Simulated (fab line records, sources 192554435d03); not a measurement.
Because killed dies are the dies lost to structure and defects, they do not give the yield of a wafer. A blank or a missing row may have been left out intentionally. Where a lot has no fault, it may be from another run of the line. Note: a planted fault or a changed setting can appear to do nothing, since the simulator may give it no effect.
fab line records	flow n5_finfet	part 2 of 2: steps 5 to 6 of 6
record lots=21	wafers=63	last_day=19
route steps=1938 shown BEOL_M2@918 BEOL_M3@931
lots that met no fault: taken from a fault-free run of the same line
start_h: hours from the record's first day to the start of the lot's first wafer shown	wait_h: hours since the lot's step before	" identical to the entry in the row above	L1.1+2: several wafers, shown together as one row	- value missing, or start not given	* or withheld: withheld	< > ~ a bound
route shown NAME@n: a module of which the file shows steps, and the number in the route of the first	usual: mean and standard deviation over wafers with no fault	same: alike in all rows	chamber/n: place in a boat	sites: per-site readings	_std_site: standard deviation across them	_edge_site: inner sites' mean taken away from outer sites' mean	radius_mm: for every site, how far away it sits from the centre of the wafer	mask NAME#n: copy n	behind: the last tool/chamber to shape the wafer	hold: why the lot was held/for how many hours/how that ended	device: which transistor (n, p or np) failed to switch	end of line: the same wafers' tests at the end of the route	a step with no rows: only its recipe	killed: count of dies lost to structure and defects at first sort (not the wafer's yield)	map: a wafer's dies, marking killed ones x, the rest . and places with no die _
set.NAME: the setting as run; set.NAME@STEP: as run at that earlier step	model.NAME: the simulator's own value behind a step, which no gauge read
a sample of lots followed through the steps of the route, with each step as a table and each wafer as a row
services: from which hour (start_h, from the record's first day; less than 0 if before it) a tool's chamber was out of use, for how many hours, and why
## steps
# step N5_BEOL_M3_ETCH_77
# recipe chemistry=N2/H2	target=underlayer	target_depth_a=65	mask_material=CAR-EUV	time_s=5.2	ion_energy_ev=200	pressure_mtorr=30	source_w=840	bias_w=150	n2_flow_sccm=200	h2_flow_sccm=200	ends=cleared
# usual drypump_motor_current_A=5.74/0.27	etch_rf_on_time_s=5.22/0.19	oes_product_au=0.66/0.069	rf_vpp_V=523.5/2.8	showerhead_plenum_p_Torr=2.52/0.084	throttle_valve_pct=17.8/0.32
lot.wafer	tool	chamber	start_h	wait_h	drypump_motor_current_A	etch_rf_on_time_s	oes_product_au	rf_hours_counter_h	rf_vpp_V	showerhead_plenum_p_Torr	throttle_valve_pct
L074.2	rie_diel-06	1	151.31	0.0	6.29	5.03	0.64	202	520.2	2.43	17.7
L074.3	"	0	"	"	5.90	5.14	0.65	139	527.2	2.64	17.9
L074.5	"	0	"	"	5.86	5.20	0.65	-	527.9	2.64	17.9
L075.3	rie_diel-01	2	151.58	0.0	5.67	5.11	0.62	197	524.8	2.64	18.2
L075.4	"	1	"	"	6.12	5.26	0.72	-	528.2	2.59	17.9
L075.6	"	0	"	"	5.67	5.21	0.72	-	522.5	2.47	17.4
L078.2	rie_diel-06	0	213.16	0.0	5.93	5.17	0.63	155	526.2	2.64	17.9
L078.3	"	2	"	"	6.01	5.36	0.63	132	521.4	2.47	18.2
L078.6	"	3	"	"	5.41	5.45	0.68	-	527.6	2.69	17.8
L076.1	rie_diel-05	0	217.90	0.0	5.80	5.51	0.60	196	523.1	2.51	17.9
L076.5	"	0	"	"	5.78	5.50	0.60	-	520.9	2.51	17.9
L076.6	"	1	"	"	5.20	5.32	0.61	-	520.3	2.40	17.9
L083.1	rie_diel-05	1	218.10	0.0	5.17	5.29	0.61	184	521.2	2.40	17.9
L083.2	"	0	"	"	5.83	5.50	0.61	197	524.2	2.51	17.9
L083.5	"	1	"	"	5.18	5.30	0.60	-	521.0	2.40	17.9
L080.1	rie_diel-05	3	218.21	0.0	5.76	4.95	0.73	97	521.6	2.47	17.5
L080.3	"	2	"	"	5.63	5.69	0.57	241	521.3	2.50	18.2
L080.4	"	1	"	"	5.16	5.24	0.61	184	518.6	2.40	17.9
L079.1	rie_diel-05	0	218.70	0.0	5.76	5.33	0.61	197	522.8	2.51	17.8
L079.2	"	2	"	"	5.65	5.63	0.57	241	525.1	2.50	18.2
L079.3	"	3	"	"	5.76	4.88	0.72	97	519.9	2.47	17.5
L081.1	rie_diel-06	0	221.29	0.0	5.92	5.25	0.63	157	526.5	2.63	18.0
L081.2	"	2	"	"	6.02	5.41	0.63	134	522.0	2.47	18.2
L081.4	"	3	"	"	5.43	5.45	0.68	59	530.8	2.69	17.8
L082.1	rie_diel-01	3	226.92	0.0	5.87	5.00	0.81	13	528.3	2.57	17.2
L082.2	"	2	"	"	5.68	5.17	0.59	219	528.3	2.63	18.2
L082.5	"	3	"	"	5.85	4.97	0.80	-	526.0	2.57	17.2
L084.2	rie_diel-01	0	228.93	0.0	5.66	5.17	0.70	82	522.6	2.46	17.4
L084.4	"	2	"	"	5.66	5.09	0.60	-	526.0	2.63	18.2
L084.6	"	0	"	"	5.65	5.12	0.71	-	520.6	2.46	17.4
L085.3	rie_diel-05	0	232.51	0.0	5.80	5.40	0.60	202	522.9	2.51	17.9
L085.5	"	3	"	"	5.76	4.93	0.72	-	521.3	2.47	17.5
L085.6	"	2	"	"	5.67	5.73	0.57	-	522.0	2.50	18.2
L088.1	rie_diel-01	3	233.51	0.0	5.85	5.05	0.80	15	524.3	2.57	17.3
L088.2	"	2	"	"	5.68	5.18	0.60	222	525.7	2.63	18.2
L088.4	"	2	"	"	5.68	5.18	0.61	-	526.7	2.63	18.2
L087.4	rie_diel-05	2	240.10	0.0	5.66	5.70	0.57	248	524.5	2.50	18.3
L087.5	"	3	"	"	5.77	4.92	0.71	-	522.3	2.46	17.5
L087.6	"	2	"	"	5.68	5.71	0.56	-	524.0	2.50	18.3
L089.1	rie_diel-05	3	249.51	0.0	5.77	4.95	0.70	107	520.3	2.46	17.6
L089.3	"	1	"	"	5.17	5.27	0.60	194	521.4	2.40	17.9
L089.5	"	3	"	"	5.76	4.93	0.71	-	520.4	2.46	17.5
L090.1	rie_diel-06	0	259.89	0.0	5.87	5.26	0.63	168	529.7	2.63	18.0
L090.2	"	1	"	"	6.26	5.17	0.61	231	518.5	2.42	17.7
L090.4	"	2	"	"	6.01	5.38	0.62	144	521.8	2.46	18.2
L091.1	rie_diel-01	1	269.70	0.0	6.14	5.18	0.70	89	524.3	2.58	18.0
L091.3	"	3	"	"	5.86	5.05	0.77	26	525.5	2.56	17.3
L091.6	"	0	"	"	5.63	5.16	0.69	-	520.6	2.46	17.4
L092.3	rie_diel-01	3	276.84	0.0	5.84	5.04	0.77	28	527.4	2.56	17.3
L092.4	"	0	"	"	5.66	5.15	0.68	98	520.9	2.46	17.4
L092.5	"	0	"	"	5.67	5.17	0.68	-	522.1	2.46	17.4
L093.1	rie_diel-01	1	282.41	0.0	6.14	5.16	0.69	92	522.9	2.58	18.0
L093.3	"	0	"	"	5.67	5.17	0.68	99	522.9	2.46	17.4
L093.5	"	1	"	"	6.11	5.18	0.69	-	526.2	2.58	18.0
L094.1	rie_diel-05	1	283.03	0.0	5.17	5.29	0.60	202	522.0	2.40	18.0
L094.2	"	3	"	"	5.77	4.97	0.70	116	520.1	2.46	17.6
L094.5	"	0	"	"	5.78	5.38	0.60	-	523.8	2.50	17.9
L096.3	rie_diel-01	1	296.55	0.0	6.11	5.16	0.68	96	525.7	2.58	18.0
L096.5	"	2	"	"	5.66	5.06	0.60	-	526.6	2.62	18.2
L096.6	"	3	"	"	5.87	4.90	0.77	-	525.7	2.56	17.3
L097.1	rie_diel-05	1	302.48	0.0	5.17	5.23	0.61	207	520.1	2.40	18.0
L097.3	"	2	"	"	5.66	5.39	0.81	7	519.5	2.49	17.8
L097.5	"	1	"	"	5.15	5.25	0.60	-	521.3	2.40	18.0
# step N5_BEOL_M3_STRIP_36
# recipe chemistry=N2/H2	power_w=450	temp_c=40	pressure_mtorr=20	rf_frequency_hz=6e+07	overash_fraction=0.3	bias_power_w=7	h2_frac=0.5	n2_flow_sccm=200	h2_flow_sccm=200
# usual drypump_motor_current_A=5.77/0.27	oes_product_au=0.77/0.07	rf_vpp_V=59.2/1.4	showerhead_plenum_p_Torr=2.52/0.086	throttle_valve_pct=23.6/0.36
lot.wafer	tool	chamber	start_h	wait_h	drypump_motor_current_A	oes_product_au	rf_hours_counter_h	rf_vpp_V	showerhead_plenum_p_Torr	throttle_valve_pct
L074.2	rie_diel-01	2	156.52	0.0	5.66	0.72	198	58.6	2.64	24.0
L074.3	"	0	"	"	5.67	0.84	58	60.3	2.47	23.0
L074.5	"	0	"	"	5.62	0.85	-	58.0	2.47	23.0
L075.3	rie_diel-01	1	160.42	0.0	6.14	0.84	62	59.1	2.59	23.8
L075.4	"	1	"	"	6.13	0.85	-	60.5	2.59	23.8
L075.6	"	2	"	"	5.66	0.71	-	58.8	2.64	24.0
L078.2	rie_diel-06	2	216.13	0.0	6.00	0.76	132	60.2	2.46	24.2
L078.3	"	1	"	"	6.30	0.72	219	57.6	2.42	23.4
L078.6	"	1	"	"	6.26	0.73	-	57.9	2.42	23.5
L076.1	rie_diel-06	0	223.62	0.0	5.91	0.74	157	60.7	2.63	23.9
L076.5	"	1	"	"	6.25	0.73	-	59.0	2.42	23.5
L076.6	"	0	"	"	5.95	0.75	-	58.5	2.63	23.9
L083.1	rie_diel-06	1	227.19	0.0	6.28	0.72	222	60.3	2.42	23.4
L083.2	"	3	"	"	5.40	0.82	60	59.3	2.69	23.6
L083.5	"	0	"	"	5.91	0.74	-	59.8	2.63	23.9
L081.1	rie_diel-05	1	230.96	0.0	5.23	0.70	188	60.7	2.40	23.5
L081.2	"	0	"	"	5.80	0.72	201	58.0	2.50	23.4
L081.4	"	2	"	"	5.70	0.68	245	60.6	2.49	24.0
L080.1	rie_diel-05	1	231.67	0.0	5.17	0.70	189	61.4	2.40	23.6
L080.3	"	2	"	"	5.65	0.68	245	59.3	2.49	24.0
L080.4	"	0	"	"	5.78	0.72	201	59.3	2.50	23.4
L079.1	rie_diel-05	2	232.06	0.0	5.63	0.68	245	58.4	2.49	24.0
L079.2	"	1	"	"	5.14	0.70	189	58.6	2.40	23.5
L079.3	"	3	"	"	5.78	0.82	101	60.2	2.46	23.3
L082.1	rie_diel-01	2	241.16	0.0	5.68	0.69	225	60.1	2.63	24.0
L082.2	"	3	"	"	5.86	0.88	18	58.1	2.56	22.9
L082.5	"	2	"	"	5.67	0.70	-	60.1	2.63	24.0
L084.2	rie_diel-01	2	244.53	0.0	5.67	0.70	226	58.8	2.63	24.0
L084.4	"	0	"	"	5.64	0.79	-	62.4	2.46	23.0
L084.6	"	2	"	"	5.67	0.69	-	57.6	2.63	24.0
L085.3	rie_diel-05	3	247.75	0.0	5.78	0.83	106	61.3	2.46	23.4
L085.5	"	0	"	"	5.79	0.71	-	59.3	2.50	23.4
L085.6	"	1	"	"	5.19	0.70	-	59.9	2.40	23.6
L088.1	rie_diel-05	1	252.55	0.0	5.18	0.69	195	61.1	2.40	23.5
L088.2	"	0	"	"	5.79	0.72	207	58.5	2.50	23.4
L088.4	"	1	"	"	5.23	0.71	-	60.1	2.40	23.6
L087.4	rie_diel-05	1	262.74	0.0	5.18	0.70	-	59.0	2.40	23.5
L087.5	"	3	"	"	5.76	0.81	-	57.8	2.46	23.4
L087.6	"	0	"	"	5.78	0.72	-	57.5	2.50	23.4
L091.1	rie_diel-01	1	275.64	0.0	6.13	0.81	91	58.6	2.58	23.8
L091.3	"	0	"	"	5.68	0.79	97	58.6	2.45	23.1
L091.6	"	1	"	"	6.14	0.81	-	59.2	2.58	23.8
L089.1	rie_diel-05	1	280.46	0.0	5.21	0.70	201	60.5	2.39	23.6
L089.3	"	0	"	"	5.76	0.72	213	58.8	2.50	23.4
L089.5	"	1	"	"	5.19	0.70	-	57.5	2.39	23.6
L093.1	rie_diel-01	3	294.39	0.0	5.83	0.86	34	57.8	2.56	23.0
L093.3	"	2	"	"	5.65	0.68	240	60.8	2.62	24.0
L093.5	"	0	"	"	5.69	0.79	-	57.6	2.45	23.1
L090.1	rie_diel-01	1	297.71	0.0	6.11	0.81	97	58.5	2.57	23.8
L090.2	"	2	"	"	5.67	0.67	241	58.0	2.62	24.0
L090.4	"	3	"	"	5.85	0.87	35	59.5	2.55	22.9
L092.3	rie_diel-01	3	299.98	0.0	5.85	0.84	36	58.3	2.55	23.0
L092.4	"	1	"	"	6.11	0.79	98	60.2	2.57	23.9
L092.5	"	3	"	"	5.86	0.86	-	59.6	2.55	23.0
L094.1	rie_diel-06	3	300.06	0.0	5.45	0.81	79	59.1	2.68	23.6
L094.2	"	1	"	"	6.25	0.71	239	61.2	2.41	23.5
L094.5	"	0	"	"	5.89	0.71	-	59.9	2.62	23.9
L096.3	rie_diel-01	1	308.48	0.0	6.13	0.80	100	57.3	2.57	23.9
L096.5	"	1	"	"	6.11	0.81	-	58.0	2.57	23.9
L096.6	"	0	"	"	5.67	0.79	-	58.9	2.45	23.1
L097.1	rie_diel-06	3	308.59	0.0	5.42	0.80	82	61.7	2.68	23.6
L097.3	"	2	"	"	6.02	0.74	155	61.1	2.46	24.3
L097.5	"	1	"	"	6.24	0.71	-	58.7	2.41	23.5
## services
tool	chamber	start_h	hours	kind
rie_diel-06	-	132.24	0.2	repair
rie_diel-01	2	137.63	13.2	repair
rie_diel-06	-	142.13	0.4	repair
rie_diel-01	3	145.39	3.7	repair
rie_diel-01	3	150.88	-	clean
rie_diel-01	3	150.88	-	consumable_replace:focus_ring
rie_diel-01	3	150.88	19.4	scheduled_down
pvd_sputter-01	-	155.00	1.1	repair
pvd_sputter-01	-	161.50	48.4	repair
rie_diel-05	3	162.96	6.1	repair
rie_diel-05	2	176.92	13.9	repair
rie_diel-06	0	177.68	4.9	repair
rie_diel-06	-	185.73	0.7	repair
rie_diel-01	3	191.61	6.5	repair
pecvd-02	2	196.28	4.4	repair
rie_diel-01	1	226.27	14.9	repair
rie_diel-01	3	231.16	2.1	repair
pecvd-02	-	243.26	0.3	repair
rie_diel-01	1	243.55	4.0	repair
pecvd-03	-	246.62	0.8	repair
pecvd-04	2	262.03	15.0	repair
pecvd-04	-	269.34	2.8	pm
rie_diel-05	2	283.64	2.9	repair
rie_diel-05	2	290.80	7.5	repair
